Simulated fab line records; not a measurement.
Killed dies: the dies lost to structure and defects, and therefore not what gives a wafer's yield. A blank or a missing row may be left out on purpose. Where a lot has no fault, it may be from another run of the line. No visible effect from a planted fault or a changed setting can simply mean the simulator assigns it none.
fab line records :: flow nand_harc
record:
  lots: 12
  wafers: 36
  last_day: 33
route steps=1302 shown A_BLC@1130 A_M0@1149
lots untouched by any fault: they come from a run of this same line in which no faults occurred
start_h: the number of hours between the record's first day and the start of the first shown wafer of the lot :: wait_h: hours from the lot's prior step to this one :: " identical to the entry in the row above :: L1.1+2: a row that stands for several wafers :: - either no value or no given start :: * or withheld: withheld :: < > ~ a bound
route shown NAME@n: names a module that has steps shown in the file, with the first one's number in the route :: usual: mean/standard deviation taken from wafers without a fault :: same: alike in all rows :: chamber/n: place in a boat :: sites: readings site by site :: _std_site: the standard deviation of these :: _edge_site: outer sites' mean less inner sites' :: radius_mm: how far each site lies from the wafer's centre :: mask NAME#n: copy n :: behind: the most recent tool/chamber to have shaped the wafer :: hold: what put the lot on hold/how long, in hours/how the hold closed :: device: whichever transistor did not switch (one of n, p or np) :: end of line: the tests these same wafers got at the end of their route :: for a step that has no rows: nothing shown but its recipe :: killed: dies lost to structure and defects at the first sort, not the wafer's yield :: map: a wafer's dies, x killed, . not, _ none there
set.NAME: the setting that was run; set.NAME@STEP: the one run at that earlier step :: model.NAME: the simulator's own value behind a step, which no gauge read
one table for each step of the route and one row for each wafer, over a sample of lots
services: the hour from which a tool's chamber was out of use, counted from the record's first day as start_h (under 0 if before that day), plus the number of hours and why
== steps ==
step: NHARC_A_BLC_PVD_32
recipe:
  target_thk_a: 50
  chamber_pressure_pa: 5
  power_w: 5000
  substrate_temp_c: 200
  time_s: 17.7
  material: Ti
usual:
  throttle_valve_pct: 30.1/0.85
lot.wafer: L999.4
tool: pvd_sputter-02
chamber: -
start_h: -
wait_h: -
throttle_valve_pct: 29.5

lot.wafer: L999.5
tool: pvd_sputter-02
chamber: -
start_h: -
wait_h: -
throttle_valve_pct: 29.5

lot.wafer: L999.6
tool: pvd_sputter-02
chamber: -
start_h: -
wait_h: -
throttle_valve_pct: 28.0

lot.wafer: L100.3
tool: pvd_sputter-03
chamber: -
start_h: -
wait_h: -
throttle_valve_pct: 30.7

lot.wafer: L100.2
tool: pvd_sputter-03
chamber: -
start_h: -
wait_h: -
throttle_valve_pct: 30.9

lot.wafer: L100.6
tool: pvd_sputter-03
chamber: -
start_h: -
wait_h: -
throttle_valve_pct: 30.9

lot.wafer: L107.1
tool: pvd_sputter-01
chamber: -
start_h: -
wait_h: -
throttle_valve_pct: 29.9

lot.wafer: L107.3
tool: pvd_sputter-01
chamber: -
start_h: -
wait_h: -
throttle_valve_pct: 29.6

lot.wafer: L107.6
tool: pvd_sputter-01
chamber: -
start_h: -
wait_h: -
throttle_valve_pct: 29.3

lot.wafer: L108.1
tool: pvd_sputter-01
chamber: -
start_h: -
wait_h: -
throttle_valve_pct: 29.6

lot.wafer: L108.4
tool: pvd_sputter-01
chamber: -
start_h: -
wait_h: -
throttle_valve_pct: 29.8

lot.wafer: L108.6
tool: pvd_sputter-01
chamber: -
start_h: -
wait_h: -
throttle_valve_pct: 31.0

lot.wafer: L112.1
tool: pvd_sputter-03
chamber: -
start_h: -
wait_h: -
throttle_valve_pct: 30.7

lot.wafer: L112.2
tool: pvd_sputter-03
chamber: -
start_h: -
wait_h: -
throttle_valve_pct: 30.6

lot.wafer: L112.4
tool: pvd_sputter-03
chamber: -
start_h: -
wait_h: -
throttle_valve_pct: 29.0

lot.wafer: L116.4
tool: pvd_sputter-02
chamber: -
start_h: -
wait_h: -
throttle_valve_pct: 30.8

lot.wafer: L116.1
tool: pvd_sputter-02
chamber: -
start_h: -
wait_h: -
throttle_valve_pct: 28.8

lot.wafer: L116.6
tool: pvd_sputter-02
chamber: -
start_h: -
wait_h: -
throttle_valve_pct: 31.0

lot.wafer: L115.2
tool: pvd_sputter-02
chamber: -
start_h: -
wait_h: -
throttle_valve_pct: 28.7

lot.wafer: L115.3
tool: pvd_sputter-02
chamber: -
start_h: -
wait_h: -
throttle_valve_pct: 30.6

lot.wafer: L115.5
tool: pvd_sputter-02
chamber: -
start_h: -
wait_h: -
throttle_valve_pct: 29.0

lot.wafer: L114.4
tool: pvd_sputter-02
chamber: -
start_h: -
wait_h: -
throttle_valve_pct: 30.7

lot.wafer: L114.5
tool: pvd_sputter-02
chamber: -
start_h: -
wait_h: -
throttle_valve_pct: 30.5

lot.wafer: L114.6
tool: pvd_sputter-02
chamber: -
start_h: -
wait_h: -
throttle_valve_pct: 28.8

lot.wafer: L117.2
tool: pvd_sputter-02
chamber: -
start_h: -
wait_h: -
throttle_valve_pct: 31.0

lot.wafer: L117.3
tool: pvd_sputter-02
chamber: -
start_h: -
wait_h: -
throttle_valve_pct: 30.6

lot.wafer: L117.5
tool: pvd_sputter-02
chamber: -
start_h: -
wait_h: -
throttle_valve_pct: 30.9

lot.wafer: L118.1
tool: pvd_sputter-01
chamber: -
start_h: -
wait_h: -
throttle_valve_pct: 29.4

lot.wafer: L118.3
tool: pvd_sputter-01
chamber: -
start_h: -
wait_h: -
throttle_valve_pct: 30.9

lot.wafer: L118.6
tool: pvd_sputter-01
chamber: -
start_h: -
wait_h: -
throttle_valve_pct: 29.3

lot.wafer: L120.4
tool: pvd_sputter-01
chamber: -
start_h: -
wait_h: -
throttle_valve_pct: 29.1

lot.wafer: L120.1
tool: pvd_sputter-01
chamber: -
start_h: -
wait_h: -
throttle_valve_pct: 30.2

lot.wafer: L120.2
tool: pvd_sputter-01
chamber: -
start_h: -
wait_h: -
throttle_valve_pct: 29.4

lot.wafer: L119.2
tool: pvd_sputter-01
chamber: -
start_h: -
wait_h: -
throttle_valve_pct: 30.1

lot.wafer: L119.5
tool: pvd_sputter-01
chamber: -
start_h: -
wait_h: -
throttle_valve_pct: 29.5

lot.wafer: L119.6
tool: pvd_sputter-01
chamber: -
start_h: -
wait_h: -
throttle_valve_pct: 31.0
step: NHARC_A_M0_INSPECT_11
usual:
  raw_defect_count: 74/37
lot.wafer: L999.4
tool: defect_inspect-01
chamber: -
start_h: 531.73
wait_h: 0.0
raw_defect_count: 141

lot.wafer: L999.5
tool: defect_inspect-01
chamber: -
start_h: 531.73
wait_h: 0.0
raw_defect_count: 145

lot.wafer: L999.6
tool: defect_inspect-01
chamber: -
start_h: 531.73
wait_h: 0.0
raw_defect_count: 139

lot.wafer: L100.2
tool: defect_inspect-02
chamber: -
start_h: 562.09
wait_h: 0.0
raw_defect_count: 29

lot.wafer: L100.3
tool: defect_inspect-02
chamber: -
start_h: 562.09
wait_h: 0.0
raw_defect_count: 24

lot.wafer: L100.6
tool: defect_inspect-02
chamber: -
start_h: 562.09
wait_h: 0.0
raw_defect_count: 23

lot.wafer: L107.1
tool: defect_inspect-02
chamber: -
start_h: 644.48
wait_h: 0.0
raw_defect_count: 75

lot.wafer: L107.3
tool: defect_inspect-02
chamber: -
start_h: 644.48
wait_h: 0.0
raw_defect_count: 77

lot.wafer: L107.6
tool: defect_inspect-02
chamber: -
start_h: 644.48
wait_h: 0.0
raw_defect_count: 81

lot.wafer: L108.1
tool: defect_inspect-02
chamber: -
start_h: 645.83
wait_h: 0.0
raw_defect_count: 12

lot.wafer: L108.4
tool: defect_inspect-02
chamber: -
start_h: 645.83
wait_h: 0.0
raw_defect_count: 20

lot.wafer: L108.6
tool: defect_inspect-02
chamber: -
start_h: 645.83
wait_h: 0.0
raw_defect_count: 19

lot.wafer: L112.1
tool: defect_inspect-02
chamber: -
start_h: 693.54
wait_h: 0.0
raw_defect_count: 67

lot.wafer: L112.2
tool: defect_inspect-02
chamber: -
start_h: 693.54
wait_h: 0.0
raw_defect_count: 54

lot.wafer: L112.4
tool: defect_inspect-02
chamber: -
start_h: 693.54
wait_h: 0.0
raw_defect_count: 58

lot.wafer: L116.1
tool: defect_inspect-02
chamber: -
start_h: 705.69
wait_h: 0.0
raw_defect_count: 158

lot.wafer: L116.4
tool: defect_inspect-02
chamber: -
start_h: 705.69
wait_h: 0.0
raw_defect_count: 145

lot.wafer: L116.6
tool: defect_inspect-02
chamber: -
start_h: 705.69
wait_h: 0.0
raw_defect_count: 128

lot.wafer: L115.2
tool: defect_inspect-02
chamber: -
start_h: 707.78
wait_h: 0.0
raw_defect_count: 30

lot.wafer: L115.3
tool: defect_inspect-02
chamber: -
start_h: 707.78
wait_h: 0.0
raw_defect_count: 32

lot.wafer: L115.5
tool: defect_inspect-02
chamber: -
start_h: 707.78
wait_h: 0.0
raw_defect_count: 28

lot.wafer: L114.4
tool: defect_inspect-01
chamber: -
start_h: 712.40
wait_h: 0.0
raw_defect_count: 86

lot.wafer: L114.5
tool: defect_inspect-01
chamber: -
start_h: 712.40
wait_h: 0.0
raw_defect_count: 89

lot.wafer: L114.6
tool: defect_inspect-01
chamber: -
start_h: 712.40
wait_h: 0.0
raw_defect_count: 112

lot.wafer: L117.2
tool: defect_inspect-01
chamber: -
start_h: 726.71
wait_h: 0.0
raw_defect_count: 28

lot.wafer: L117.3
tool: defect_inspect-01
chamber: -
start_h: 726.71
wait_h: 0.0
raw_defect_count: 43

lot.wafer: L117.5
tool: defect_inspect-01
chamber: -
start_h: 726.71
wait_h: 0.0
raw_defect_count: 45

lot.wafer: L118.1
tool: defect_inspect-02
chamber: -
start_h: 730.58
wait_h: 0.0
raw_defect_count: 135

lot.wafer: L118.3
tool: defect_inspect-02
chamber: -
start_h: 730.58
wait_h: 0.0
raw_defect_count: 97

lot.wafer: L118.6
tool: defect_inspect-02
chamber: -
start_h: 730.58
wait_h: 0.0
raw_defect_count: 110

lot.wafer: L120.1
tool: defect_inspect-01
chamber: -
start_h: 750.12
wait_h: 0.0
raw_defect_count: 93

lot.wafer: L120.2
tool: defect_inspect-01
chamber: -
start_h: 750.12
wait_h: 0.0
raw_defect_count: 94

lot.wafer: L120.4
tool: defect_inspect-01
chamber: -
start_h: 750.12
wait_h: 0.0
raw_defect_count: 87

lot.wafer: L119.2
tool: defect_inspect-01
chamber: -
start_h: 751.90
wait_h: 0.0
raw_defect_count: 67

lot.wafer: L119.5
tool: defect_inspect-01
chamber: -
start_h: 751.90
wait_h: 0.0
raw_defect_count: 65

lot.wafer: L119.6
tool: defect_inspect-01
chamber: -
start_h: 751.90
wait_h: 0.0
raw_defect_count: 65
step: NHARC_A_M0_PRE_CLEAN_29
recipe:
  time_s: 30
  temp_c: 280
  gas: H2/He
usual:
  heater_power_w: 404/36
  susceptor_temp_C: 280.01/0.2
lot.wafer: L999.4
tool: pvd_sputter-01
chamber: -
start_h: -
wait_h: -
heater_power_w: 478
susceptor_temp_C: 279.89

lot.wafer: L999.6
tool: pvd_sputter-01
chamber: -
start_h: -
wait_h: -
heater_power_w: 429
susceptor_temp_C: 280.10

lot.wafer: L999.5
tool: pvd_sputter-01
chamber: -
start_h: -
wait_h: -
heater_power_w: 348
susceptor_temp_C: 279.82

lot.wafer: L100.3
tool: pvd_sputter-02
chamber: -
start_h: -
wait_h: -
heater_power_w: 434
susceptor_temp_C: 279.84

lot.wafer: L100.2
tool: pvd_sputter-02
chamber: -
start_h: -
wait_h: -
heater_power_w: 426
susceptor_temp_C: 280.03

lot.wafer: L100.6
tool: pvd_sputter-02
chamber: -
start_h: -
wait_h: -
heater_power_w: 453
susceptor_temp_C: 280.10

lot.wafer: L107.3
tool: pvd_sputter-03
chamber: -
start_h: -
wait_h: -
heater_power_w: 413
susceptor_temp_C: 280.04

lot.wafer: L107.1
tool: pvd_sputter-03
chamber: -
start_h: -
wait_h: -
heater_power_w: 373
susceptor_temp_C: 279.65

lot.wafer: L107.6
tool: pvd_sputter-03
chamber: -
start_h: -
wait_h: -
heater_power_w: 381
susceptor_temp_C: 280.31

lot.wafer: L108.1
tool: pvd_sputter-01
chamber: -
start_h: -
wait_h: -
heater_power_w: 403
susceptor_temp_C: 279.94

lot.wafer: L108.4
tool: pvd_sputter-01
chamber: -
start_h: -
wait_h: -
heater_power_w: 362
susceptor_temp_C: 279.93

lot.wafer: L108.6
tool: pvd_sputter-01
chamber: -
start_h: -
wait_h: -
heater_power_w: 354
susceptor_temp_C: 280.05

lot.wafer: L112.4
tool: pvd_sputter-03
chamber: -
start_h: -
wait_h: -
heater_power_w: 408
susceptor_temp_C: 279.92

lot.wafer: L112.1
tool: pvd_sputter-03
chamber: -
start_h: -
wait_h: -
heater_power_w: 357
susceptor_temp_C: 280.43

lot.wafer: L112.2
tool: pvd_sputter-03
chamber: -
start_h: -
wait_h: -
heater_power_w: 392
susceptor_temp_C: 279.86

lot.wafer: L116.4
tool: pvd_sputter-01
chamber: -
start_h: -
wait_h: -
heater_power_w: 356
susceptor_temp_C: 280.25

lot.wafer: L116.1
tool: pvd_sputter-01
chamber: -
start_h: -
wait_h: -
heater_power_w: 396
susceptor_temp_C: 280.17

lot.wafer: L116.6
tool: pvd_sputter-01
chamber: -
start_h: -
wait_h: -
heater_power_w: 360
susceptor_temp_C: 280.27

lot.wafer: L115.3
tool: pvd_sputter-02
chamber: -
start_h: -
wait_h: -
heater_power_w: 460
susceptor_temp_C: -

lot.wafer: L115.2
tool: pvd_sputter-02
chamber: -
start_h: -
wait_h: -
heater_power_w: 380
susceptor_temp_C: -

lot.wafer: L115.5
tool: pvd_sputter-02
chamber: -
start_h: -
wait_h: -
heater_power_w: 401
susceptor_temp_C: -

lot.wafer: L114.4
tool: pvd_sputter-01
chamber: -
start_h: -
wait_h: -
heater_power_w: 358
susceptor_temp_C: 279.78

lot.wafer: L114.5
tool: pvd_sputter-01
chamber: -
start_h: -
wait_h: -
heater_power_w: 363
susceptor_temp_C: 279.55

lot.wafer: L114.6
tool: pvd_sputter-01
chamber: -
start_h: -
wait_h: -
heater_power_w: 398
susceptor_temp_C: 280.14

lot.wafer: L117.3
tool: pvd_sputter-03
chamber: -
start_h: -
wait_h: -
heater_power_w: 448
susceptor_temp_C: 279.79

lot.wafer: L117.2
tool: pvd_sputter-03
chamber: -
start_h: -
wait_h: -
heater_power_w: 369
susceptor_temp_C: 279.70

lot.wafer: L117.5
tool: pvd_sputter-03
chamber: -
start_h: -
wait_h: -
heater_power_w: 394
susceptor_temp_C: 280.04

lot.wafer: L118.1
tool: pvd_sputter-02
chamber: -
start_h: -
wait_h: -
heater_power_w: 395
susceptor_temp_C: 279.71

lot.wafer: L118.3
tool: pvd_sputter-02
chamber: -
start_h: -
wait_h: -
heater_power_w: 442
susceptor_temp_C: 280.04

lot.wafer: L118.6
tool: pvd_sputter-02
chamber: -
start_h: -
wait_h: -
heater_power_w: 395
susceptor_temp_C: 279.56

lot.wafer: L120.2
tool: pvd_sputter-02
chamber: -
start_h: -
wait_h: -
heater_power_w: 392
susceptor_temp_C: 280.43

lot.wafer: L120.4
tool: pvd_sputter-02
chamber: -
start_h: -
wait_h: -
heater_power_w: 440
susceptor_temp_C: 280.11

lot.wafer: L120.1
tool: pvd_sputter-02
chamber: -
start_h: -
wait_h: -
heater_power_w: 469
susceptor_temp_C: 280.14

lot.wafer: L119.2
tool: pvd_sputter-03
chamber: -
start_h: -
wait_h: -
heater_power_w: 435
susceptor_temp_C: -

lot.wafer: L119.5
tool: pvd_sputter-03
chamber: -
start_h: -
wait_h: -
heater_power_w: 404
susceptor_temp_C: -

lot.wafer: L119.6
tool: pvd_sputter-03
chamber: -
start_h: -
wait_h: -
heater_power_w: 416
susceptor_temp_C: -
step: NHARC_A_M0_ECD_22
recipe:
  target_thk_a: 4000
  bath_temp_c: 25
  material: Cu
lot.wafer: L999.4+6+5
tool: ecd_cu-02
chamber: 0,0,1
start_h: 533.37
wait_h: -

lot.wafer: L100.2+3+6
tool: ecd_cu-02
chamber: 1,1,0
start_h: 563.59
wait_h: -

lot.wafer: L107.1+3+6
tool: ecd_cu-01
chamber: 1,1,0
start_h: 645.83
wait_h: -

lot.wafer: L108.1+4+6
tool: ecd_cu-01
chamber: 0,1,1
start_h: 647.29
wait_h: -

lot.wafer: L112.1+2+4
tool: ecd_cu-02
chamber: 1,0,1
start_h: 694.99
wait_h: -

lot.wafer: L116.1+4+6
tool: ecd_cu-02
chamber: 0,1,1
start_h: 707.17
wait_h: -

lot.wafer: L115.2+3+5
tool: ecd_cu-02
chamber: 1,0,0
start_h: 709.22
wait_h: -

lot.wafer: L114.4+5+6
tool: ecd_cu-01
chamber: 0,0,1
start_h: 713.85
wait_h: -

lot.wafer: L117.2+3+5
tool: ecd_cu-01
chamber: 1
start_h: 728.10
wait_h: -

lot.wafer: L118.1+3+6
tool: ecd_cu-02
chamber: 1,1,0
start_h: 731.92
wait_h: -

lot.wafer: L120.2+1+4
tool: ecd_cu-01
chamber: 1,0,0
start_h: 751.48
wait_h: -

lot.wafer: L119.2+5+6
tool: ecd_cu-01
chamber: 0,0,1
start_h: 753.28
wait_h: -
step: NHARC_A_M0_CMP_23
recipe:
  t_overpolish_s: 20
  target_thk_nm: 113.75
usual:
  motor_current_A: 12.2/1.2
  time_to_endpoint_s: 27.5/2.7
lot.wafer: L999.4
tool: cmp-03
chamber: 1
start_h: 534.04
wait_h: -
motor_current_A: 10.9
time_to_endpoint_s: 25.6

lot.wafer: L999.5
tool: cmp-03
chamber: 3
start_h: 534.04
wait_h: -
motor_current_A: 12.1
time_to_endpoint_s: 31.8

lot.wafer: L999.6
tool: cmp-03
chamber: 0
start_h: 534.04
wait_h: -
motor_current_A: 12.1
time_to_endpoint_s: 25.5

lot.wafer: L100.2
tool: cmp-01
chamber: 0
start_h: 564.37
wait_h: -
motor_current_A: 13.6
time_to_endpoint_s: 25.7

lot.wafer: L100.3
tool: cmp-01
chamber: 1
start_h: 564.37
wait_h: -
motor_current_A: 11.7
time_to_endpoint_s: 24.0

lot.wafer: L100.6
tool: cmp-01
chamber: 2
start_h: 564.37
wait_h: -
motor_current_A: 13.5
time_to_endpoint_s: 23.0

lot.wafer: L107.3
tool: cmp-03
chamber: 3
start_h: 646.58
wait_h: -
motor_current_A: 11.8
time_to_endpoint_s: 25.7

lot.wafer: L107.1
tool: cmp-03
chamber: 0
start_h: 646.58
wait_h: -
motor_current_A: 11.9
time_to_endpoint_s: 25.7

lot.wafer: L107.6
tool: cmp-03
chamber: 2
start_h: 646.58
wait_h: -
motor_current_A: 15.1
time_to_endpoint_s: 43.2

lot.wafer: L108.1
tool: cmp-01
chamber: 1
start_h: 647.96
wait_h: -
motor_current_A: 11.6
time_to_endpoint_s: 46.8

lot.wafer: L108.4
tool: cmp-01
chamber: 3
start_h: 647.96
wait_h: -
motor_current_A: 12.1
time_to_endpoint_s: 29.5

lot.wafer: L108.6
tool: cmp-01
chamber: 1
start_h: 647.96
wait_h: -
motor_current_A: 11.7
time_to_endpoint_s: 27.5

lot.wafer: L112.2
tool: cmp-03
chamber: 0
start_h: 695.71
wait_h: -
motor_current_A: 12.7
time_to_endpoint_s: 24.0

lot.wafer: L112.4
tool: cmp-03
chamber: 1
start_h: 695.71
wait_h: -
motor_current_A: 11.4
time_to_endpoint_s: 22.6

lot.wafer: L112.1
tool: cmp-03
chamber: 2
start_h: 695.71
wait_h: -
motor_current_A: 15.3
time_to_endpoint_s: 21.8

lot.wafer: L116.1
tool: cmp-01
chamber: 1
start_h: 707.87
wait_h: -
motor_current_A: 11.5
time_to_endpoint_s: 25.2

lot.wafer: L116.4
tool: cmp-01
chamber: 2
start_h: 707.87
wait_h: -
motor_current_A: 13.0
time_to_endpoint_s: 26.2

lot.wafer: L116.6
tool: cmp-01
chamber: 0
start_h: 707.87
wait_h: -
motor_current_A: 13.0
time_to_endpoint_s: 29.0

lot.wafer: L115.3
tool: cmp-01
chamber: 3
start_h: 709.96
wait_h: -
motor_current_A: 11.9
time_to_endpoint_s: 31.5

lot.wafer: L115.2
tool: cmp-01
chamber: 0
start_h: 709.96
wait_h: -
motor_current_A: 13.5
time_to_endpoint_s: 28.9

lot.wafer: L115.5
tool: cmp-01
chamber: 2
start_h: 709.96
wait_h: -
motor_current_A: 14.1
time_to_endpoint_s: 25.3

lot.wafer: L114.4
tool: cmp-01
chamber: 0
start_h: 714.47
wait_h: -
motor_current_A: 13.6
time_to_endpoint_s: 27.3

lot.wafer: L114.5
tool: cmp-01
chamber: 0
start_h: 714.47
wait_h: -
motor_current_A: 13.9
time_to_endpoint_s: 28.1

lot.wafer: L114.6
tool: cmp-01
chamber: 1
start_h: 714.47
wait_h: -
motor_current_A: 11.5
time_to_endpoint_s: 24.4

lot.wafer: L117.2
tool: cmp-02
chamber: 0
start_h: 728.83
wait_h: -
motor_current_A: 11.3
time_to_endpoint_s: 29.8

lot.wafer: L117.3
tool: cmp-02
chamber: 1
start_h: 728.83
wait_h: -
motor_current_A: 11.0
time_to_endpoint_s: 28.4

lot.wafer: L117.5
tool: cmp-02
chamber: 3
start_h: 728.83
wait_h: -
motor_current_A: 11.5
time_to_endpoint_s: 31.4

lot.wafer: L118.3
tool: cmp-02
chamber: 3
start_h: 732.64
wait_h: -
motor_current_A: 11.5
time_to_endpoint_s: 30.8

lot.wafer: L118.1
tool: cmp-02
chamber: 1
start_h: 732.64
wait_h: -
motor_current_A: 10.6
time_to_endpoint_s: 29.6

lot.wafer: L118.6
tool: cmp-02
chamber: 3
start_h: 732.64
wait_h: -
motor_current_A: 11.6
time_to_endpoint_s: 33.1

lot.wafer: L120.1
tool: cmp-01
chamber: 1
start_h: 752.23
wait_h: -
motor_current_A: 11.4
time_to_endpoint_s: 25.2

lot.wafer: L120.2
tool: cmp-01
chamber: 2
start_h: 752.23
wait_h: -
motor_current_A: 14.0
time_to_endpoint_s: 27.8

lot.wafer: L120.4
tool: cmp-01
chamber: 3
start_h: 752.23
wait_h: -
motor_current_A: 12.2
time_to_endpoint_s: 30.4

lot.wafer: L119.2
tool: cmp-01
chamber: 3
start_h: 754.13
wait_h: -
motor_current_A: 12.5
time_to_endpoint_s: 29.5

lot.wafer: L119.5
tool: cmp-01
chamber: 0
start_h: 754.13
wait_h: -
motor_current_A: 13.1
time_to_endpoint_s: 27.1

lot.wafer: L119.6
tool: cmp-01
chamber: 1
start_h: 754.13
wait_h: -
motor_current_A: 12.0
time_to_endpoint_s: 25.2
== services ==
tool: pvd_sputter-03
chamber: -
start_h: 506.56
hours: 1.5
kind: repair

tool: ecd_cu-01
chamber: -
start_h: 512.37
hours: 8.0
kind: pm

tool: pvd_sputter-03
chamber: -
start_h: 526.04
hours: 10.0
kind: pm

tool: cmp-03
chamber: -
start_h: 554.12
hours: 4.0
kind: pm

tool: cmp-02
chamber: -
start_h: 574.89
hours: 4.0
kind: pm

tool: cmp-01
chamber: -
start_h: 579.45
hours: 4.0
kind: pm

tool: cmp-03
chamber: -
start_h: 587.84
hours: 7.6
kind: repair

tool: cmp-02
chamber: -
start_h: 589.55
hours: 1.6
kind: repair

tool: ecd_cu-02
chamber: -
start_h: 596.00
hours: 8.0
kind: pm

tool: cmp-01
chamber: -
start_h: 597.02
hours: 3.1
kind: repair

tool: pvd_sputter-01
chamber: -
start_h: 597.35
hours: 10.0
kind: pm

tool: ecd_cu-01
chamber: -
start_h: 621.14
hours: 1.8
kind: repair

tool: pvd_sputter-02
chamber: -
start_h: 638.00
hours: 10.0
kind: pm

tool: ecd_cu-02
chamber: -
start_h: 649.09
hours: 2.2
kind: repair

tool: cmp-03
chamber: -
start_h: 652.12
hours: 4.0
kind: pm

tool: pvd_sputter-02
chamber: -
start_h: 653.27
hours: 3.6
kind: repair

tool: cmp-02
chamber: -
start_h: 672.89
hours: 4.0
kind: pm

tool: cmp-01
chamber: -
start_h: 677.45
hours: 4.0
kind: pm

tool: pvd_sputter-02
chamber: -
start_h: 684.50
hours: 5.0
kind: repair

tool: ecd_cu-01
chamber: -
start_h: 688.37
hours: 8.0
kind: pm

tool: pvd_sputter-03
chamber: -
start_h: 704.04
hours: 10.0
kind: pm

tool: cmp-03
chamber: -
start_h: 706.42
hours: 1.7
kind: repair

tool: cmp-03
chamber: -
start_h: 710.65
hours: 4.7
kind: repair

tool: cmp-03
chamber: -
start_h: 750.12
hours: 4.0
kind: pm
== key ==
first_sign:
  step: NHARC_A_M0_CMP_23
  reading: time_to_endpoint_s
  direction: up
  sigmas: 6.4
  usual: *
  struck: *
effect none on later readings
met_at NHARC_A_M0_ECD_22
struck_lots L107,L108
struck_wafers L107.6,L108.1
not_acting_at NHARC_A_BLC_PVD_32,NHARC_A_M0_INSPECT_11,NHARC_A_M0_PRE_CLEAN_29
fault:
  kind: process_parameter_drift
  tool: ecd_cu-01
  chamber: 0
  onset_h: 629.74
  steps: NHARC_A_M0_ECD_22
  channel: target_thk_a
  offset: *
  shape: step
  end_h: 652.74
  acts_in: *
  stated: *
